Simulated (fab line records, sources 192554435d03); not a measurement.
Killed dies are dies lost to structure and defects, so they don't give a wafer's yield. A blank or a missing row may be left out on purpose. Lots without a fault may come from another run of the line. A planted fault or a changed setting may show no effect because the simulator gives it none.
fab line records | flow n5_finfet
record lots=7 wafers=21
route steps=1938 shown GATE_CUT@484 MOL_CONTACT_COAG@523 BEOL_M0@720
start_h: hours from the record's first day to the start of the lot's first wafer shown | wait_h: hours since the lot's step before | " the same as in the row above | L1.1+2: a row that stands for several wafers | - no value, or no start given | * or withheld: withheld | < > ~ a bound
route shown NAME@n: a module of which the file shows steps, and the number in the route of the first | usual: mean/standard deviation of fault-free wafers | same: alike in all rows | chamber/n: place in a boat | sites: the reading at each site | _std_site: their standard deviation | _edge_site: outer sites' mean less inner sites' | radius_mm: how far each site lies from the wafer's centre | mask NAME#n: copy n | behind: the tool/chamber that last shaped the wafer | hold: why the lot was held/for how many hours/how that ended | device: the transistor (n, p or np) that didn't switch | end of line: the same wafers' tests at the end of the route | a step without rows: its recipe alone | killed: dies lost to structure and defects at the first sort, not the wafer's yield | map: a wafer's dies, x killed, . not, _ none there
set.NAME: the setting as run; set.NAME@STEP: as run at that earlier step | model.NAME: the simulator's own value behind a step, which no gauge read
lots whose settings were changed on purpose; a table a step, a row a wafer
## steps
# step N5_GATE_CUT_EXPOSE_10
# recipe mask_id=GATE_CUT na=0.33 source_shape=annular sigma_inner=0.35 sigma_outer=0.8 polarization=unpolarized target_cd_nm=20 dose_mj=43.25
# columns lot.wafer tool chamber start_h wait_h mask set.dose_mj
L078.1+5 euv_scanner-01 0 109.26 - GATE_CUT#0 43.25
L078.3 " 0 " " GATE_CUT#0 42.27
L079.3+4+6 euv_scanner-01 0 119.07 - GATE_CUT#0 43.25
L081.3+4 euv_scanner-02 0 126.98 - GATE_CUT#0 43.25
L081.6 " 0 " " GATE_CUT#0 44.96
L085.1+2+3 euv_scanner-01 0 155.58 - GATE_CUT#0 43.25
L089.1+4 euv_scanner-01 0 175.65 - GATE_CUT#0 43.25
L089.3 " 0 " " GATE_CUT#0 45.33
L092.2+3+5 euv_scanner-01 0 195.20 - GATE_CUT#0 43.25
L093.1+6 euv_scanner-01 0 198.97 - GATE_CUT#0 43.25
L093.4 " 0 " " GATE_CUT#0 41.85
# step N5_GATE_CUT_PEB_11
# recipe peb_temp_c=100 peb_time_s=60 resist=CAR-EUV
# step N5_GATE_CUT_DEVELOP_12
# recipe develop_time_s=30 developer=TMAH resist=CAR-EUV rinse_liquid=surfactant_rinse dry=air_spin dev_temp_c=23
# step N5_GATE_CUT_CD_MEAS_13
# recipe target_cd_nm=20 landing_energy_ev=500 detector=se_inlens
# usual cd_nm=19.97/0.25
# columns lot.wafer tool chamber start_h wait_h set.dose_mj@GATE_CUT_EXPOSE_10 cd_nm
L078.1 cd_sem-03 0 109.39 - 43.25 20.13
L078.3 " 0 " " 42.27 19.42
L078.5 " 0 " " 43.25 20.03
L079.3 cd_sem-03 0 119.19 - 43.25 19.88
L079.4 " 0 " " 43.25 19.74
L079.6 " 0 " " 43.25 19.91
L081.3 cd_sem-02 0 127.10 - 43.25 20.33
L081.4 " 0 " " 43.25 20.02
L081.6 " 0 " " 44.96 21.02
L085.1 cd_sem-02 0 155.71 - 43.25 20.13
L085.2 " 0 " " 43.25 20.48
L085.3 " 0 " " 43.25 20.37
L089.1 cd_sem-02 0 175.78 - 43.25 20.19
L089.3 " 0 " " 45.33 21.08
L089.4 " 0 " " 43.25 20.40
L092.2 cd_sem-02 0 195.33 - 43.25 19.66
L092.3 " 0 " " 43.25 19.82
L092.5 " 0 " " 43.25 19.59
L093.1 cd_sem-03 0 199.10 - 43.25 19.83
L093.4 " 0 " " 41.85 19.26
L093.6 " 0 " " 43.25 20.07
# step N5_GATE_CUT_DESCUM_18
# recipe chemistry=O2 time_s=7 source_power_w=50 bias_power_w=20 pressure_mtorr=20 rf_frequency_hz=2.712e+07 temp_c=40 resist=CAR-EUV o2_flow_sccm=225
# columns lot.wafer tool chamber start_h wait_h set.dose_mj@GATE_CUT_EXPOSE_10 model.GATE_CUT.cd_nm
L078.1 rie_diel-02 0 109.52 0.0 43.25 20.2
L078.3 " 3 " " 42.27 19.4
L078.5 " 2 " " 43.25 19.8
L079.3 rie_diel-02 0 119.31 0.0 43.25 20
L079.4+6 " 2,1 " " 43.25 19.8
L081.3 rie_diel-06 1 127.22 0.0 43.25 20
L081.4 " 2 " " 43.25 19.8
L081.6 " 3 " " 44.96 20.8
L085.1 rie_diel-02 3 155.83 0.0 43.25 20
L085.2 " 1 " " 43.25 20.4
L085.3 " 0 " " 43.25 20.2
L089.1 rie_diel-02 2 175.91 0.0 43.25 20.2
L089.3 " 3 " " 45.33 21
L089.4 " 0 " " 43.25 20.6
L092.2+5 rie_diel-02 2 195.45 0.0 43.25 19.8
L092.3 " 1 " " 43.25 19.6
L093.1+6 rie_diel-02 0 199.24 0.0 43.25 19.8
L093.4 " 2 " " 41.85 19.2
# step N5_GATE_CUT_ETCH_28
# recipe chemistry=N2/H2 target=underlayer target_depth_a=130 mask_material=CAR-EUV time_s=10.4 ion_energy_ev=200 pressure_mtorr=30 source_w=840 bias_w=150 n2_flow_sccm=200 h2_flow_sccm=200 ends=cleared
# columns lot.wafer tool chamber start_h wait_h set.dose_mj@GATE_CUT_EXPOSE_10 model.GATE_CUT.cd_nm
L078.1 rie_diel-02 0 109.56 0.0 43.25 20.2
L078.3 " 3 " " 42.27 19.4
L078.5 " 2 " " 43.25 20
L079.3+4 rie_diel-02 0,2 119.35 0.0 43.25 20
L079.6 " 1 " " 43.25 19.8
L081.3 rie_diel-06 1 127.26 0.0 43.25 20
L081.4 " 2 " " 43.25 19.8
L081.6 " 3 " " 44.96 20.6
L085.1 rie_diel-02 3 155.87 0.0 43.25 20
L085.2 " 1 " " 43.25 20.4
L085.3 " 0 " " 43.25 20.2
L089.1 rie_diel-02 2 175.94 0.0 43.25 20.2
L089.3 " 3 " " 45.33 21
L089.4 " 0 " " 43.25 20.4
L092.2+5 rie_diel-02 2 195.48 0.0 43.25 19.8
L092.3 " 1 " " 43.25 19.6
L093.1+6 rie_diel-02 0 199.27 0.0 43.25 19.8
L093.4 " 2 " " 41.85 19.4
# step N5_GATE_CUT_ETCH_36
# recipe chemistry=CF4 target=SiARC target_depth_a=130 mask_material=CAR-EUV time_s=21.7 ion_energy_ev=80 pressure_mtorr=40 source_w=545 bias_w=36 Ar_flow_sccm=100 cf4_flow_sccm=100 ends=cleared
# columns lot.wafer tool chamber start_h wait_h set.spin_rpm@GATE_CUT_COAT_35 set.dose_mj@GATE_CUT_EXPOSE_10 model.etch.depth_nm model.GATE_CUT.cd_nm
L078.1 rie_diel-02 0 109.58 0.0 1500 43.25 9.951 20.2
L078.3 " 3 " " 1380 42.27 10.42 19.4
L078.5 " 2 " " 1380 43.25 10.38 20
L079.3 rie_diel-02 0 119.37 0.0 1500 43.25 10 19.8
L079.4 " 2 " " 1500 43.25 9.991 20
L079.6 " 1 " " 1500 43.25 10.01 19.6
L081.3 rie_diel-06 1 127.28 0.0 1500 43.25 9.993 20
L081.4 " 2 " " 1500 43.25 9.972 20
L081.6 " 3 " " 1500 44.96 9.998 20.6
L085.1 rie_diel-02 3 155.89 0.0 1422 43.25 10.28 20
L085.2 " 1 " " 1500 43.25 9.997 20.2
L085.3 " 0 " " 1422 43.25 10.3 20.2
L089.1 rie_diel-02 2 175.96 0.0 1500 43.25 9.97 20.4
L089.3 " 3 " " 1500 45.33 9.97 21
L089.4 " 0 " " 1500 43.25 9.951 20.4
L092.2 rie_diel-02 2 195.50 0.0 1500 43.25 10.03 19.8
L092.3 " 1 " " 1365 43.25 10.51 19.6
L092.5 " 2 " " 1365 43.25 10.49 19.8
L093.1 rie_diel-02 0 199.29 0.0 1562 43.25 9.796 19.8
L093.4 " 2 " " 1562 41.85 9.807 19.2
L093.6 " 0 " " 1562 43.25 9.78 19.8
# step N5_MOL_CONTACT_COAG_EXPOSE_05
# recipe mask_id=CA na=0.33 source_shape=annular sigma_inner=0.4 sigma_outer=0.8 polarization=unpolarized defocus_nm=0 dose_mj=38.25
# columns lot.wafer tool chamber start_h wait_h mask set.dose_mj
L078.1+5 euv_scanner-02 0 113.18 - CA#0 39.8
L078.3 " 0 " " CA#0 38.25
L079.3+4+6 euv_scanner-02 0 123.13 - CA#0 38.25
L081.3+6 euv_scanner-02 0 130.77 - CA#0 39.48
L081.4 " 0 " " CA#0 38.25
L085.1+2 euv_scanner-01 0 159.49 - CA#0 38.25
L085.3 " 0 " " CA#0 39.99
L089.1 euv_scanner-02 0 179.56 - CA#0 38.25
L089.3+4 " 0 " " CA#0 36.58
L092.2+3+5 euv_scanner-01 0 199.41 - CA#0 39.11
L093.1+4+6 euv_scanner-02 0 202.89 - CA#0 38.25
# step N5_MOL_CONTACT_COAG_PEB_06
# recipe peb_temp_c=100 peb_time_s=60 resist=CAR-EUV
# step N5_MOL_CONTACT_COAG_DEVELOP_07
# recipe develop_time_s=30 developer=TMAH resist=CAR-EUV rinse_liquid=surfactant_rinse dry=air_spin dev_temp_c=23
# step N5_MOL_CONTACT_COAG_CD_MEAS_08
# recipe target_cd_nm=28 landing_energy_ev=500 detector=se_inlens polarity=opening
# usual cd_nm=27.97/0.25
# columns lot.wafer tool chamber start_h wait_h set.dose_mj@MOL_CONTACT_COAG_EXPOSE_05 cd_nm
L078.1 cd_sem-03 0 113.31 - 39.8 28.64
L078.3 " 0 " " 38.25 27.81
L078.5 " 0 " " 39.8 28.54
L079.3 cd_sem-01 0 123.25 - 38.25 28.40
L079.4 " 0 " " 38.25 28.15
L079.6 " 0 " " 38.25 28.36
L081.3 cd_sem-03 0 130.89 - 39.48 28.77
L081.4 " 0 " " 38.25 27.86
L081.6 " 0 " " 39.48 28.71
L085.1 cd_sem-02 0 159.62 - 38.25 27.99
L085.2 " 0 " " 38.25 27.53
L085.3 " 0 " " 39.99 29.22
L089.1 cd_sem-02 0 179.69 - 38.25 28.16
L089.3 " 0 " " 36.58 27.08
L089.4 " 0 " " 36.58 26.83
L092.2 cd_sem-02 0 199.53 - 39.11 28.56
L092.3 " 0 " " 39.11 28.55
L092.5 " 0 " " 39.11 28.77
L093.1 cd_sem-02 0 203.02 - 38.25 28.08
L093.4 " 0 " " 38.25 27.93
L093.6 " 0 " " 38.25 27.79
# step N5_MOL_CONTACT_COAG_DESCUM_13
# recipe chemistry=O2 time_s=7 source_power_w=50 bias_power_w=20 pressure_mtorr=20 rf_frequency_hz=2.712e+07 temp_c=40 resist=CAR-EUV o2_flow_sccm=225
# step N5_MOL_CONTACT_COAG_ETCH_59
# recipe chemistry=N2/H2 target=underlayer target_depth_a=130 mask_material=CAR-EUV time_s=10.4 ion_energy_ev=200 pressure_mtorr=30 source_w=840 bias_w=150 n2_flow_sccm=200 h2_flow_sccm=200 ends=cleared
# columns lot.wafer tool chamber start_h wait_h set.dose_mj@MOL_CONTACT_COAG_EXPOSE_05 model.MOL_CONTACT_COAG.cd_offset_nm
L078.1 rie_diel-05 3 113.47 0.0 39.8 0.4
L078.3 " 2 " " 38.25 -0.4
L078.5 " 3 " " 39.8 0.2
L079.3+4 rie_diel-05 3,2 123.40 0.0 38.25 0.2
L079.6 " 2 " " 38.25 0
L081.3 rie_diel-05 3 131.04 0.0 39.48 0.4
L081.4 " 1 " " 38.25 0.4
L081.6 " 3 " " 39.48 0.6
L085.1 rie_diel-05 1 159.79 0.0 38.25 0
L085.2 " 3 " " 38.25 -0.4
L085.3 " 0 " " 39.99 0.8
L089.1 rie_diel-03 1 179.85 0.0 38.25 -0.2
L089.3 " 2 " " 36.58 -0.8
L089.4 " 0 " " 36.58 -1
L092.2+3 rie_diel-05 1,0 199.75 0.0 39.11 0.8
L092.5 " 1 " " 39.11 1
L093.1 rie_diel-03 1 203.26 0.0 38.25 -0.2
L093.4+6 " 2,3 " " 38.25 0
# step N5_MOL_CONTACT_COAG_ETCH_105
# recipe chemistry=CF4 target=SiARC target_depth_a=156 mask_material=CAR-EUV time_s=26 ion_energy_ev=80 pressure_mtorr=40 source_w=545 bias_w=36 Ar_flow_sccm=100 cf4_flow_sccm=100 ends=cleared
# usual etch_rf_on_time_s=26.3/0.74 rf_vpp_V=184.3/1.2
# columns lot.wafer tool chamber start_h wait_h set.bias_w set.dose_mj@MOL_CONTACT_COAG_EXPOSE_05 etch_rf_on_time_s rf_vpp_V model.MOL_CONTACT_COAG.cd_offset_nm
L078.1 rie_diel-05 3 113.49 0.0 36 39.8 26.7 182.0 0.4
L078.3 " 2 " " 29.76 38.25 29.1 163.3 -0.4
L078.5 " 3 " " 36 39.8 26.7 183.0 0.2
L079.3 rie_diel-05 3 123.42 0.0 36 38.25 26.5 183.0 0.2
L079.4 " 2 " " 36 38.25 26.9 185.8 0
L079.6 " 2 " " 36 38.25 27.3 185.8 0
L081.3 rie_diel-05 3 131.06 0.0 36 39.48 26.4 182.0 0.6
L081.4 " 1 " " 36 38.25 27.1 185.0 0.2
L081.6 " 3 " " 36 39.48 26.4 182.0 0.8
L085.1 rie_diel-05 1 159.81 0.0 36 38.25 27.2 185.8 -0.2
L085.2 " 3 " " 36 38.25 26.4 182.0 -0.4
L085.3 " 0 " " 40.78 39.99 24.8 200.9 0.8
L089.1 rie_diel-03 1 179.87 0.0 36 38.25 25.8 185.0 -0.4
L089.3 " 2 " " 30.09 36.58 27.8 165.4 -0.6
L089.4 " 0 " " 36 36.58 26.9 185.2 -1
L092.2 rie_diel-05 1 199.77 0.0 31.54 39.11 28.5 169.3 0.8
L092.3 " 0 " " 36 39.11 25.6 185.3 0.6
L092.5 " 1 " " 31.54 39.11 28.6 170.8 0.8
L093.1 rie_diel-03 1 203.28 0.0 31.84 38.25 26.9 170.4 -0.2
L093.4 " 2 " " 31.84 38.25 27.1 170.0 0.2
L093.6 " 3 " " 36 38.25 24.8 184.3 0
# step N5_MOL_CONTACT_COAG_ETCH_106
# recipe chemistry=N2/H2 target=SOC target_depth_a=800 overetch_a=160 mask_material=SiARC temp_c=40 time_s=120 ion_energy_ev=200 pressure_mtorr=30 source_w=840 bias_w=150 n2_flow_sccm=200 h2_flow_sccm=200
# step N5_MOL_CONTACT_COAG_STRIP_107
# recipe chemistry=N2/H2 temp_c=40 n2_flow_sccm=200 h2_flow_sccm=200 rf_frequency_hz=6e+07
# step N5_MOL_CONTACT_COAG_STRIP_108
# recipe chemistry=N2/H2 temp_c=40 n2_flow_sccm=200 h2_flow_sccm=200 rf_frequency_hz=6e+07
# step N5_MOL_CONTACT_COAG_CONTACT_ETCH_14
# recipe chemistry=C4F6/O2 target=SiO2 target_depth_a=275 overetch_a=85 mask_material=SOC pressure_mtorr=30 source_w=370 bias_w=185 Ar_flow_sccm=300 C4F6_flow_sccm=16 O2_flow_sccm=10 time_s=20 ion_energy_ev=259.6
# columns lot.wafer tool chamber start_h wait_h set.dose_mj@MOL_CONTACT_COAG_EXPOSE_05 model.MOL_CONTACT_COAG.cd_offset_nm
L078.1 rie_diel-05 3 113.62 0.0 39.8 0.4
L078.3 " 2 " " 38.25 -0.6
L078.5 " 3 " " 39.8 0.2
L079.3 rie_diel-05 3 123.55 0.0 38.25 0.4
L079.4 " 2 " " 38.25 0
L079.6 " 2 " " 38.25 -0.2
L081.3 rie_diel-05 3 131.19 0.0 39.48 0.6
L081.4 " 1 " " 38.25 -0.2
L081.6 " 3 " " 39.48 0.8
L085.1+2 rie_diel-05 1,3 159.94 0.0 38.25 -0.2
L085.3 " 0 " " 39.99 1
L089.1 rie_diel-03 1 180.00 0.0 38.25 -0.4
L089.3 " 2 " " 36.58 -0.6
L089.4 " 0 " " 36.58 -0.8
L092.2 rie_diel-05 1 199.90 0.0 39.11 0.4
L092.3 " 0 " " 39.11 0.8
L092.5 " 1 " " 39.11 0.6
L093.1 rie_diel-03 1 203.41 0.0 38.25 -0.4
L093.4+6 " 2,3 " " 38.25 -0.2
# step N5_MOL_CONTACT_COAG_VIA_ETCH_46
# recipe chemistry=C4F6/O2 target_depth_a=460 overetch_a=92 mask_material=SOC target=SiO2 bias_w=455 pressure_mtorr=10 time_s=40 source_w=325 Ar_flow_sccm=300 C4F6_flow_sccm=10 O2_flow_sccm=10 ion_energy_ev=575.3 ends=end_point
# usual rf_vpp_V=1596/35
# columns lot.wafer tool chamber start_h wait_h set.bias_w rf_vpp_V
L078.1 rie_diel-01 1 126.82 0.0 379.1 1401
L078.3 " 2 " " 455 1562
L078.5 " 1 " " 455 1603
L079.3 rie_diel-03 0 133.42 0.0 455 1615
L079.4 " 3 " " 455 1533
L079.6 " 0 " " 455 1615
L081.3 rie_diel-05 0 143.66 0.0 455 1615
L081.4 " 1 " " 455 1645
L081.6 " 0 " " 455 1616
L085.1 rie_diel-01 0 169.52 0.0 379.9 1363
L085.2 " 2 " " 455 1560
L085.3 " 1 " " 455 1602
L089.1 rie_diel-03 3 190.74 0.0 455 1530
L089.3 " 2 " " 455 1587
L089.4 " 1 " " 397.9 1457
L092.2 rie_diel-05 0 209.72 0.0 417.6 1513
L092.3 " 3 " " 455 1630
L092.5 " 0 " " 417.6 1514
L093.1 rie_diel-03 1 215.92 0.0 455 1611
L093.4 " 0 " " 383 1417
L093.6 " 2 " " 455 1585
# step N5_MOL_CONTACT_COAG_COAT_64
# recipe resist=underlayer temp_c=205 time_s=60 spin_rpm=1500 resist_thk_nm=10
# columns lot.wafer tool chamber start_h wait_h set.spin_rpm model.underlayer_of_MOL_CONTACT_COAG_COAT_64.thk_nm
L078.1+3+5 litho_track-03 0 - - 1500 10
L079.3+4+6 litho_track-03 0 - - 1500 10
L081.3+6 litho_track-01 0 - - 1500 10
L081.4 " 0 " " 1602 9.6
L085.1+2 litho_track-03 0 - - 1500 10
L085.3 " 0 " " 1448 10.2
L089.1+3+4 litho_track-05 0 - - 1500 10
L092.2+3 litho_track-01 0 - - 1500 10
L092.5 " 0 " " 1347 10.6
L093.1 litho_track-05 0 - - 1500 10
L093.4 " 0 " " 1606 9.6
L093.6 " 0 " " 1606 9.8
# step N5_MOL_CONTACT_COAG_COAT_34
# recipe resist=CAR-EUV spin_rpm=1500 resist_thk_nm=40
# step N5_MOL_CONTACT_COAG_EBR_36
# recipe solvent=PGMEA ebr_width_mm=1.5
# step N5_MOL_CONTACT_COAG_DESCUM_45
# recipe chemistry=O2 time_s=7 source_power_w=50 bias_power_w=20 pressure_mtorr=20 rf_frequency_hz=2.712e+07 temp_c=40 resist=CAR-EUV o2_flow_sccm=225
# step N5_MOL_CONTACT_COAG_ETCH_65
# recipe chemistry=N2/H2 target=underlayer target_depth_a=130 mask_material=CAR-EUV time_s=10.4 ion_energy_ev=200 pressure_mtorr=30 source_w=840 bias_w=150 n2_flow_sccm=200 h2_flow_sccm=200 ends=cleared
# columns lot.wafer tool chamber start_h wait_h set.spin_rpm@MOL_CONTACT_COAG_COAT_64 model.etch.depth_nm
L078.1 rie_diel-01 2 127.75 0.0 1500 10.05
L078.3 " 3 " " 1500 10
L078.5 " 2 " " 1500 9.984
L079.3 rie_diel-01 1 134.24 0.0 1500 9.983
L079.4 " 1 " " 1500 9.974
L079.6 " 2 " " 1500 9.989
L081.3 rie_diel-01 1 144.59 0.0 1500 9.967
L081.4 " 3 " " 1602 9.676
L081.6 " 2 " " 1500 9.958
L085.1 rie_diel-03 3 171.56 0.0 1500 10.03
L085.2 " 1 " " 1500 10.04
L085.3 " 0 " " 1448 10.21
L089.1 rie_diel-05 2 191.68 0.0 1500 9.958
L089.3 " 0 " " 1500 9.942
L089.4 " 0 " " 1500 9.953
L092.2 rie_diel-03 2 210.54 0.0 1500 9.964
L092.3 " 3 " " 1500 10.01
L092.5 " 2 " " 1347 10.54
L093.1 rie_diel-01 0 216.85 0.0 1500 10.03
L093.4 " 1 " " 1606 9.674
L093.6 " 2 " " 1606 9.709
# step N5_BEOL_M0_ETCH_128
# recipe chemistry=CF4/N2 target_depth_a=120 overetch_a=51 target=SiCN time_s=21.4 ion_energy_ev=150 pressure_mtorr=40 source_w=430 bias_w=70 Ar_flow_sccm=100 cf4_flow_sccm=60 n2_flow_sccm=60
# usual rf_vpp_V=382.3/1.6
# columns lot.wafer tool chamber start_h wait_h set.source_w rf_vpp_V
L078.1 rie_diel-01 0 142.46 0.0 407.7 387.4
L078.3 " 1 " " 407.7 387.8
L078.5 " 1 " " 407.7 389.0
L079.3 rie_diel-05 3 148.26 0.1 430 379.8
L079.4 " 0 " " 430 383.9
L079.6 " 3 " " 430 379.3
L081.3 rie_diel-01 3 161.28 0.1 430 381.5
L081.4 " 2 " " 430 381.6
L081.6 " 1 " " 430 381.3
L085.1 rie_diel-03 3 188.59 0.4 406.1 387.8
L085.2 " 0 " " 406.1 391.1
L085.3 " 1 " " 430 382.5
L089.1 rie_diel-03 3 207.89 0.2 490.8 364.5
L089.3 " 0 " " 430 385.2
L089.4 " 2 " " 490.8 366.6
L092.2 rie_diel-03 3 224.88 0.5 430 380.9
L092.3 " 1 " " 430 382.6
L092.5 " 0 " " 430 385.2
L093.1 rie_diel-01 3 232.75 0.3 478.9 367.3
L093.4 " 2 " " 478.9 367.7
L093.6 " 0 " " 430 380.1
## key
split step=N5_GATE_CUT_EXPOSE_10 setting=dose_mj stated=43.25 by=wafer
response step=N5_GATE_CUT_CD_MEAS_13 reading=cd_nm change=+0.199 per=1% r=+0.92
response step=N5_GATE_CUT_DESCUM_18 reading=model.GATE_CUT.cd_nm change=+0.179 per=1% r=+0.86
response step=N5_GATE_CUT_ETCH_28 reading=model.GATE_CUT.cd_nm change=+0.166 per=1% r=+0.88
response step=N5_GATE_CUT_ETCH_36 reading=model.GATE_CUT.cd_nm change=+0.162 per=1% r=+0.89
split step=N5_MOL_CONTACT_COAG_EXPOSE_05 setting=dose_mj stated=38.25 by=wafer
response step=N5_MOL_CONTACT_COAG_CD_MEAS_08 reading=cd_nm change=+0.269 per=1% r=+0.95
response step=N5_MOL_CONTACT_COAG_ETCH_59 reading=model.MOL_CONTACT_COAG.cd_offset_nm change=+0.162 per=1% r=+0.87
response step=N5_MOL_CONTACT_COAG_ETCH_105 reading=model.MOL_CONTACT_COAG.cd_offset_nm change=+0.168 per=1% r=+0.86
response step=N5_MOL_CONTACT_COAG_CONTACT_ETCH_14 reading=model.MOL_CONTACT_COAG.cd_offset_nm change=+0.2 per=1% r=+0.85
split step=N5_MOL_CONTACT_COAG_ETCH_105 setting=bias_w stated=36 by=wafer
response step=N5_MOL_CONTACT_COAG_ETCH_105 reading=etch_rf_on_time_s change=* per=1% r=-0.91
response step=N5_MOL_CONTACT_COAG_ETCH_105 reading=rf_vpp_V change=+1.19 per=1% r=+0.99
split step=N5_MOL_CONTACT_COAG_VIA_ETCH_46 setting=bias_w stated=455 by=wafer
response step=N5_MOL_CONTACT_COAG_VIA_ETCH_46 reading=rf_vpp_V change=+11.4 per=1% r=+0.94
split step=N5_MOL_CONTACT_COAG_COAT_64 setting=spin_rpm stated=1500 by=wafer
response step=N5_MOL_CONTACT_COAG_COAT_64 reading=model.underlayer_of_MOL_CONTACT_COAG_COAT_64.thk_nm change=-0.0549 per=1% r=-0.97
response step=N5_MOL_CONTACT_COAG_ETCH_65 reading=model.etch.depth_nm change=-0.05 per=1% r=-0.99
split step=N5_BEOL_M0_ETCH_128 setting=source_w stated=430 by=wafer
response step=N5_BEOL_M0_ETCH_128 reading=rf_vpp_V change=-1.28 per=1% r=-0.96
split outside_this_file step=N5_GATE_CUT_COAT_35 setting=spin_rpm
# split outside_this_file: this setting was split too, and the file shows its column; the key of that split is in another file
